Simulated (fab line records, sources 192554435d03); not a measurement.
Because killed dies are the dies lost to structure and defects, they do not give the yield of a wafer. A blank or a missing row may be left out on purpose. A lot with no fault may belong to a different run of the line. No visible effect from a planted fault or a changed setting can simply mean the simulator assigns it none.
2 desks, one fault ; flow n5Finfet ; numbers are kept per desk, each desk with only its own; the story behind them comes last

THE METROLOGY DESK
What the gauges read, lot by lot, whatever tool the lot ran on: means of the sampled wafers that have a number. A lot is out of limits, marked OUT, if its mean lies more than 4 standard deviations from the usual mean; the brackets give that distance. It has 11 readings; the 7 that lie furthest out on some lot are the ones shown.
Columns: A = cdNm at N5_BEOL_M2_CD_MEAS_28, usual 26.17 nm; B = IOFF_N at N5_BEOL_M4_RC_MEAS_101, usual 0.17 nA/um; C = IOFF_P at N5_BEOL_M4_RC_MEAS_101, usual 0.22 nA/um; D = ION_N at N5_BEOL_M4_RC_MEAS_101, usual 680 uA/um; E = SS_P at N5_BEOL_M4_RC_MEAS_101, usual 73.6 mV/dec; F = VT_N at N5_BEOL_M4_RC_MEAS_101, usual 248.9 mV; G = VT_P at N5_BEOL_M4_RC_MEAS_101, usual -251 mV
lot;first seen here;A;B;C;D;E;F;G
L503;day 7 09:25;26.17;0.17;0.20;677;73.3;248.3;-252
L505;day 8 04:54;26.20;0.18;0.25;686;73.6;247.5;-247
L507;day 8 13:45;26.30;0.17;0.20;676;73.7;250.7;-253
L510;day 8 20:47;26.01;0.16;0.21;681;73.3;249.9;-251
L518;day 11 06:48;26.01;0.16;0.21;677;73.3;250.7;-250
L520;day 12 03:43;26.47;0.22;0.26;694;74.4;244.6;-248
L522;day 12 08:43;26.14;0.18;0.22;680;73.6;246.8;-251
L523;day 12 09:32;26.08;0.18;0.23;674;74.1;249.3;-248
L524;day 12 15:15;26.50;0.19;0.26;686;73.2;247.1;-244
This desk's finding: nothing out of limits on any of the 9 lots.

AT THE TOOL OWNER'S DESK: rieDiel-03
The tool's own readings at N5_BEOL_M2_ETCH_70 (etches SOC in N2/H2, target depth 80 nm, overetch 24 nm, time 130 s): means of the sampled wafers that have a number, for each lot that ran on this tool. A lot is out of limits, marked OUT, if its mean lies more than 4 standard deviations from the usual mean; the brackets give that distance.
Columns: A = drypumpMotorCurrentA at N5_BEOL_M2_ETCH_70, usual 5.5 A; B = h2FlowSccm at N5_BEOL_M2_ETCH_70, usual 200.1 sccm; C = oesProductAu at N5_BEOL_M2_ETCH_70, usual 0.58 a.u.; D = rfVppV at N5_BEOL_M2_ETCH_70, usual 525.2 V; E = runLengthS at N5_BEOL_M2_ETCH_70, usual 153.3 s; F = showerheadPlenumPTorr at N5_BEOL_M2_ETCH_70, usual 2.59 Torr; G = throttleValvePct at N5_BEOL_M2_ETCH_70, usual 17.92 %
lot;first seen here;A;B;C;D;E;F;G
L503;day 7 13:23;5.6;200.0;0.56;522.9;153.0;2.52;18.02
L505;day 8 07:40;5.6;200.2;0.56;522.4;153.2;2.51;18.03
L518;day 11 17:52;5.7;199.7;0.59;526.2;158.6 (+11) OUT;2.65;17.91
L520;day 12 06:58;5.7;200.3;0.58;526.7;164.0 (+23) OUT;2.64;17.92
This desk's verdict: out of limits on L518, L520, starting with L518 at day 11 17:52 (runLengthS at N5_BEOL_M2_ETCH_70). In limits: L503, L505.

ALL TOGETHER
The tool owner's desk could have raised an alarm at day 11 17:52, on L518, L520.
Metrology desk: nothing out of limits seen.
The metrology desk holds a record of L518, L520, inside its limits.
Of the lots named, all ran N5_BEOL_M2_ETCH_70 on rieDiel-03.

WHAT THE SIMULATOR HAD INSERTED
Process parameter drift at N5_BEOL_M2_ETCH_70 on rieDiel-03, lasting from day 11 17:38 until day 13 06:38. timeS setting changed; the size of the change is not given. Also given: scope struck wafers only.
Struck lots among those shown: L518, L520.
Hours from the fault's start to each desk's first reading out of limits: the tool owner's desk, 0.
